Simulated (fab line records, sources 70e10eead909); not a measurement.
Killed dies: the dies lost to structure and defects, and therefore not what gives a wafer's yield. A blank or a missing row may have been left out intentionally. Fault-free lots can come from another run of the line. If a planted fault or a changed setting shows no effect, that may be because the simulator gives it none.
Which tool did it? | flow nand_harc | Sampling: 24 lots, 72 wafers, 5 of 1302 route steps

## WHAT EACH GAUGE READ, for each wafer
NHARC_P_ZERO_WELL_CD_MEAS_52: the cd target is 2000 nm. Usual: cd_nm 2000.3 nm, standard deviation 2.4.
lot  | measured     | on        | cd_nm (nm)           | flag
L074 | day 2 01:44  | cd_sem-02 | 1999.7 2001.8 2002.9 |
L075 | day 2 11:56  | cd_sem-01 | 2001.2 2002.3 1999.4 |
L076 | day 2 21:44  | cd_sem-02 | 2001.6 2003.4 2000.9 |
L077 | day 3 07:31  | cd_sem-02 | 1995.1 1998.9 1999.8 |
L078 | day 3 17:31  | cd_sem-01 | 2005.2 2002.1 2000.7 |
L079 | day 4 03:46  | cd_sem-03 | 2000.5 2002.4 1998.7 |
L080 | day 4 13:44  | cd_sem-03 | 2000.6 2000.9 2000.9 |
L081 | day 4 23:45  | cd_sem-01 | 1998.7 2003.8 2001.5 |
L082 | day 5 09:53  | cd_sem-03 | 2002.8 2005.6 2001.0 |
L083 | day 5 19:52  | cd_sem-03 | 1997.9 1999.2 1994.9 |
L084 | day 6 06:32  | cd_sem-03 | 1998.4 2000.3 1998.3 |
L085 | day 6 15:46  | cd_sem-02 | 2002.3 2002.7 2001.6 |
L086 | day 7 01:44  | cd_sem-03 | 2001.6 1999.0 2001.4 |
L087 | day 7 11:44  | cd_sem-02 | 1998.1 1996.9 2000.3 |
L088 | day 7 21:41  | cd_sem-02 | 1997.6 2001.0 2002.1 |
L089 | day 8 08:17  | cd_sem-02 | 2001.5 1997.5 1995.4 |
L090 | day 8 17:53  | cd_sem-03 | 2002.9 2000.5 1999.8 |
L091 | day 9 03:50  | cd_sem-02 | 2001.9 2004.9 2003.9 |
L092 | day 9 13:40  | cd_sem-02 | 1999.1 2001.1 1998.7 |
L093 | day 10 01:01 | cd_sem-01 | 2002.0 1993.8 1998.0 |
L094 | day 10 09:46 | cd_sem-01 | 2000.2 2002.4 2001.7 |
L095 | day 10 19:46 | cd_sem-02 | 1999.0 2000.0 1999.9 |
L096 | day 11 05:39 | cd_sem-02 | 2000.5 1995.4 1995.3 |
L097 | day 11 16:01 | cd_sem-03 | 2001.5 2003.5 2000.3 |

NHARC_P_GATE_OVL_MEAS_27. Usual: overlay_x_nm -0.1 nm, standard deviation 0.72; overlay_y_nm 0.1 nm, standard deviation 0.65.
lot  | measured     | on         | overlay_x_nm (nm) | overlay_y_nm (nm) | flag
L074 | day 4 19:05  | overlay-01 | -0.9 -1.0 -1.4    | 0.3 0.6 0.6       |
L075 | day 5 16:42  | overlay-01 | 0.4 0.6 0.1       | 1.0 0.8 0.2       |
L076 | day 6 00:34  | overlay-01 | -1.9 -1.1 -1.3    | 0.1 0.1 0.2       |
L077 | day 6 07:55  | overlay-02 | 0.2 0.1 0.3       | 0.5 0.9 0.6       |
L078 | day 6 16:50  | overlay-02 | -0.8 -0.7 -0.8    | -0.6 -0.8 -1.1    |
L079 | day 7 04:35  | overlay-02 | -0.3 -1.0 -0.8    | 0.7 0.4 0.6       |
L080 | day 7 09:26  | overlay-02 | -0.4 -0.4 -0.6    | 1.1 1.0 0.8       |
L081 | day 7 21:45  | overlay-02 | -0.5 -0.5 -0.6    | 0.2 0.9 0.4       |
L082 | day 8 08:41  | overlay-02 | 0.3 0.0 0.1       | 0.4 0.1 -0.1      |
L083 | day 8 21:16  | overlay-01 | 0.1 0.2 0.4       | -0.3 -0.5 -0.1    |
L084 | day 9 05:52  | overlay-02 | 0.1 -0.3 -0.4     | -1.0 -0.2 -0.4    |
L085 | day 9 14:27  | overlay-02 | 1.5 1.1 1.3       | 0.3 0.2 0.3       |
L086 | day 9 21:07  | overlay-02 | 0.4 1.0 1.1       | 0.1 0.0 -0.3      |
L087 | day 10 10:54 | overlay-01 | -1.1 -0.7 -0.4    | 0.7 0.4 0.7       |
L088 | day 11 08:52 | overlay-02 | -0.5 -0.9 -0.7    | -0.1 0.3 0.2      |
L089 | day 11 09:17 | overlay-01 | 1.2 0.6 0.0       | 0.6 0.8 0.6       |
L090 | day 12 01:19 | overlay-01 | -0.4 0.3 0.1      | -0.1 -0.9 -0.5    |
L091 | day 12 09:37 | overlay-02 | -0.7 -0.1 -0.9    | -1.3 -1.1 -1.1    |
L092 | day 12 09:47 | overlay-01 | -0.2 0.3 -0.4     | 0.4 0.7 0.6       |
L093 | day 13 03:46 | overlay-02 | -0.6 -0.1 -0.4    | 0.0 0.6 0.8       |
L094 | day 13 04:25 | overlay-02 | 1.3 1.3 1.1       | -0.4 -0.5 0.2     |
L095 | day 13 14:38 | overlay-01 | 0.1 -0.1 0.2      | -0.7 -1.2 -0.8    |
L096 | day 14 01:04 | overlay-02 | -0.4 -0.2 0.1     | -0.8 -1.4 -0.6    |
L097 | day 14 18:20 | overlay-01 | -0.3 0.2 -0.9     | 0.8 1.0 1.0       |

NHARC_P_M0_OVL_MEAS_10: pitch 180 nm. Usual: overlay_x_nm 0.1 nm, standard deviation 0.71; overlay_y_nm -0.2 nm, standard deviation 0.89.
lot  | measured     | on         | overlay_x_nm (nm) | overlay_y_nm (nm) | flag
L074 | day 5 19:26  | overlay-02 | -0.5 -0.5 -1.1    | -0.6 -0.3 -0.5    |
L075 | day 6 17:27  | overlay-02 | -0.2 -0.2 -0.2    | -0.3 -0.5 -0.8    |
L076 | day 7 01:25  | overlay-01 | 0.2 0.3 -0.6      | 1.0 1.9 0.9       |
L077 | day 7 08:02  | overlay-01 | -0.7 -0.1 -0.8    | 0.2 0.6 0.1       |
L078 | day 7 20:34  | overlay-02 | 0.3 -0.3 0.6      | -0.1 -0.5 -1.1    |
L079 | day 8 06:52  | overlay-01 | -0.2 0.0 0.3      | -0.2 -0.5 -0.5    |
L080 | day 8 09:39  | overlay-01 | -0.6 -0.4 -0.6    | 0.9 0.7 1.0       |
L081 | day 8 23:00  | overlay-02 | 0.2 0.5 0.4       | 1.0 1.5 0.6       |
L082 | day 9 08:56  | overlay-01 | -0.6 -1.1 -1.0    | -0.3 0.2 -0.2     |
L083 | day 9 21:59  | overlay-02 | 0.9 1.0 1.0       | -2.7 -3.0 -2.2    |
L084 | day 10 08:31 | overlay-02 | 0.0 0.4 0.3       | -0.2 -0.6 -1.0    |
L085 | day 10 17:08 | overlay-02 | 0.0 0.6 0.6       | 0.6 0.3 0.5       |
L086 | day 10 21:19 | overlay-01 | 1.0 1.4 1.2       | -0.6 -1.4 -0.9    |
L087 | day 11 11:13 | overlay-02 | 0.0 0.5 0.6       | -1.2 -1.6 -1.1    |
L088 | day 12 09:47 | overlay-02 | 1.0 1.2 1.1       | 0.9 0.1 1.2       |
L089 | day 12 10:31 | overlay-02 | 0.1 -0.5 0.1      | -0.1 -0.1 0.1     |
L090 | day 13 03:37 | overlay-01 | 1.3 1.5 1.0       | -0.4 -0.2 -0.3    |
L091 | day 13 10:05 | overlay-02 | 0.4 -0.1 -0.1     | -0.8 0.2 -0.4     |
L092 | day 13 10:46 | overlay-01 | 0.8 1.4 1.3       | 0.9 0.8 1.0       |
L093 | day 14 04:11 | overlay-01 | -1.0 -0.9 -0.5    | 0.0 -0.6 -0.6     |
L094 | day 14 04:51 | overlay-02 | 0.4 0.8 0.3       | -1.5 -1.3 -1.5    |
L095 | day 14 14:55 | overlay-01 | -1.0 -0.6 -0.9    | -0.3 -0.6 -0.7    |
L096 | day 15 00:59 | overlay-01 | 0.7 0.4 0.3       | 0.3 -0.2 0.4      |
L097 | day 15 19:43 | overlay-01 | -0.4 0.1 -0.5     | -1.5 -0.7 -0.9    |

## WHAT TOOL EACH LOT RAN ON (gives the tool, then ch and the chambers of the sampled wafers, and finally the start)
lot  | NHARC_P_GATE_DESCUM_31             | NHARC_P_CONTACT_DEP_30
L074 | rie_diel-03 ch 0,3, day 4 19:10    | pecvd-04 ch 0,2, day 5 13:36
L075 | rie_diel-11 ch 0,2,3, day 5 16:48  | pecvd-03 ch 0,1,2, day 6 11:12
L076 | rie_diel-11 ch 0,1,2, day 6 00:40  | pecvd-03 ch 0,2, day 6 19:38
L077 | rie_diel-11 ch 2,3, day 6 08:02    | pecvd-04 ch 0,2, day 7 02:32
L078 | rie_diel-11 ch 0,3, day 6 16:56    | pecvd-01 ch 0,1,2, day 7 14:43
L079 | rie_diel-03 ch 0,1,2, day 7 04:44  | pecvd-03 ch 0,1, day 8 01:08
L080 | rie_diel-03 ch 0,2, day 7 09:33    | pecvd-03 ch 0,2, day 8 03:59
L081 | rie_diel-11 ch 0,3, day 7 21:51    | pecvd-03 ch 1,2, day 8 16:18
L082 | rie_diel-11 ch 0,1,3, day 8 08:49  | pecvd-01 ch 0,2, day 9 03:05
L083 | rie_diel-03 ch 2,3, day 8 21:21    | pecvd-04 ch 0,1,2, day 9 15:59
L084 | rie_diel-03 ch 0,3, day 9 05:58    | pecvd-01 ch 1,2, day 10 02:19
L085 | rie_diel-03 ch 0,2,3, day 9 14:34  | pecvd-04 ch 0,1, day 10 11:07
L086 | rie_diel-11 ch 0,2,3, day 9 21:13  | pecvd-03 ch 0,1, day 10 15:39
L087 | rie_diel-04 ch 2,3, day 10 11:01   | pecvd-03 ch 0,2, day 11 05:31
L088 | rie_diel-03 ch 2,3, day 11 08:58   | pecvd-04 ch 0,2, day 12 03:53
L089 | rie_diel-04 ch 0,2,3, day 11 09:25 | pecvd-01 ch 0,1,2, day 12 04:20
L090 | rie_diel-04 ch 0,2,3, day 12 01:26 | pecvd-04 ch 0,1, day 12 21:55
L091 | rie_diel-03 ch 2,3, day 12 09:43   | pecvd-03 ch 0,1,2, day 13 04:22
L092 | rie_diel-11 ch 1,2,3, day 12 09:55 | pecvd-04 ch 0,1,2, day 13 04:32
L093 | rie_diel-11 ch 0,1,3, day 13 03:53 | pecvd-04 ch 0,2, day 13 22:23
L094 | rie_diel-11 ch 1,2,3, day 13 04:31 | pecvd-03 ch 1,2, day 13 23:06
L095 | rie_diel-04 ch 0,1, day 13 14:44   | pecvd-03 ch 0,1,2, day 14 09:10
L096 | rie_diel-03 ch 1,2,3, day 14 01:10 | pecvd-04 ch 1,2, day 14 19:17
L097 | rie_diel-11 ch 1,2,3, day 14 18:26 | pecvd-03 ch 1,2, day 15 13:57
- NHARC_P_GATE_DESCUM_31: chemistry O2, time 3 s.
- NHARC_P_CONTACT_DEP_30: deposits SiNx, target thk 30 nm.

## AS READ BY THE TOOLS THEMSELVES (means over the sampled wafers that have a number; for cases with no such wafer, the mark the record gives instead)
NHARC_P_GATE_DESCUM_31. Usual: drypump_motor_current_A 5.6 A, standard deviation 0.54; oes_product_au 0.998 a.u., standard deviation 0.014; rf_vpp_V 58.1 V, standard deviation 0.92; showerhead_plenum_p_Torr 1.98 Torr, standard deviation 0.072; throttle_valve_pct 11.310 %, standard deviation 0.0096.
lot  | tool        | drypump_motor_current_A (A) | oes_product_au (a.u.) | rf_vpp_V (V) | showerhead_plenum_p_Torr (Torr) | throttle_valve_pct (%) | flag
L074 | rie_diel-03 | 5.4                         | 1.005                 | 58.4         | 2.04                            | 11.303                 |
L075 | rie_diel-11 | 5.9                         | 1.005                 | 58.5         | 1.95                            | 11.305                 |
L076 | rie_diel-11 | 5.7                         | 1.004                 | 58.7         | 1.93                            | 11.310                 |
L077 | rie_diel-11 | 6.2                         | 0.999                 | 58.8         | 1.93                            | 11.312                 |
L078 | rie_diel-11 | 5.6                         | 0.989                 | 58.7         | 1.97                            | 11.312                 |
L079 | rie_diel-03 | 5.6                         | 1.001                 | 57.8         | 1.94                            | 11.302                 |
L080 | rie_diel-03 | 5.4                         | 1.001                 | 58.9         | 2.00                            | 11.317                 |
L081 | rie_diel-11 | 5.6                         | 0.988                 | 57.5         | 1.97                            | 11.312                 |
L082 | rie_diel-11 | 5.4                         | 1.000                 | 59.5         | 1.98                            | 11.316                 |
L083 | rie_diel-03 | 5.6                         | 1.004                 | 58.4         | 2.03                            | 11.307                 |
L084 | rie_diel-03 | 5.5                         | 1.003                 | 57.7         | 2.04                            | 11.308                 |
L085 | rie_diel-03 | 5.5                         | 1.006                 | 58.4         | 2.02                            | 11.303                 |
L086 | rie_diel-11 | 5.9                         | 1.003                 | 58.3         | 1.95                            | 11.306                 |
L087 | rie_diel-04 | 6.0                         | 0.998                 | 58.3         | 2.03                            | 11.317                 |
L088 | rie_diel-03 | 5.6                         | 0.991                 | 58.0         | 2.03                            | 11.310                 |
L089 | rie_diel-04 | 5.8                         | 1.000                 | 58.4         | 2.04                            | 11.307                 |
L090 | rie_diel-04 | 5.8                         | 1.012                 | 58.0         | 2.04                            | 11.312                 |
L091 | rie_diel-03 | 5.6                         | 0.991                 | 58.0         | 2.01                            | 11.313                 |
L092 | rie_diel-11 | 5.7                         | 0.998                 | 57.9         | 1.96                            | 11.314                 |
L093 | rie_diel-11 | 5.3                         | 1.013                 | 57.3         | 1.98                            | 11.317                 |
L094 | rie_diel-11 | 5.7                         | 1.006                 | 57.8         | 1.96                            | 11.307                 |
L095 | rie_diel-04 | 4.9                         | 0.994                 | 57.8         | 2.05                            | 11.312                 |
L096 | rie_diel-03 | 5.8                         | 0.994                 | 58.1         | 1.95                            | 11.318                 |
L097 | rie_diel-11 | 5.7                         | 1.000                 | 57.6         | 1.96                            | 11.310                 |

NHARC_P_CONTACT_DEP_30. Usual: heater_power_w 693 W, standard deviation 100.
lot  | tool     | heater_power_w (W) | flag
L074 | pecvd-04 | 722                |
L075 | pecvd-03 | 704                |
L076 | pecvd-03 | 708                |
L077 | pecvd-04 | 777                |
L078 | pecvd-01 | 656                |
L079 | pecvd-03 | 658                |
L080 | pecvd-03 | 781                |
L081 | pecvd-03 | 645                |
L082 | pecvd-01 | 667                |
L083 | pecvd-04 | 707                |
L084 | pecvd-01 | 793                |
L085 | pecvd-04 | 665                |
L086 | pecvd-03 | 681                |
L087 | pecvd-03 | 728                |
L088 | pecvd-04 | 740                |
L089 | pecvd-01 | 718                |
L090 | pecvd-04 | 698                |
L091 | pecvd-03 | 725                |
L092 | pecvd-04 | 705                |
L093 | pecvd-04 | 771                |
L094 | pecvd-03 | 546                |
L095 | pecvd-03 | 703                |
L096 | pecvd-04 | 585                |
L097 | pecvd-03 | 614                |

## THE ANSWER, worked out from the rows above alone
Rule: lot off if the mean of its wafers having a number is beyond 3 standard deviations from the usual mean. Also off: a lot with no number at a reading for which 4 or more lots have one. Any other lot the step has rows for is counted as sound. The gauges are gone through in route order, then the tools' own readings, and for those a lot's mean is taken as printed above. The first step at which some lot is off is used, and at that step the reading that is off furthest; a lot without a number counts as furthest.
No lot is off on any of the readings shown, so nothing can be concluded from this.

## WHAT HAD BEEN PUT IN BY THE SIMULATOR
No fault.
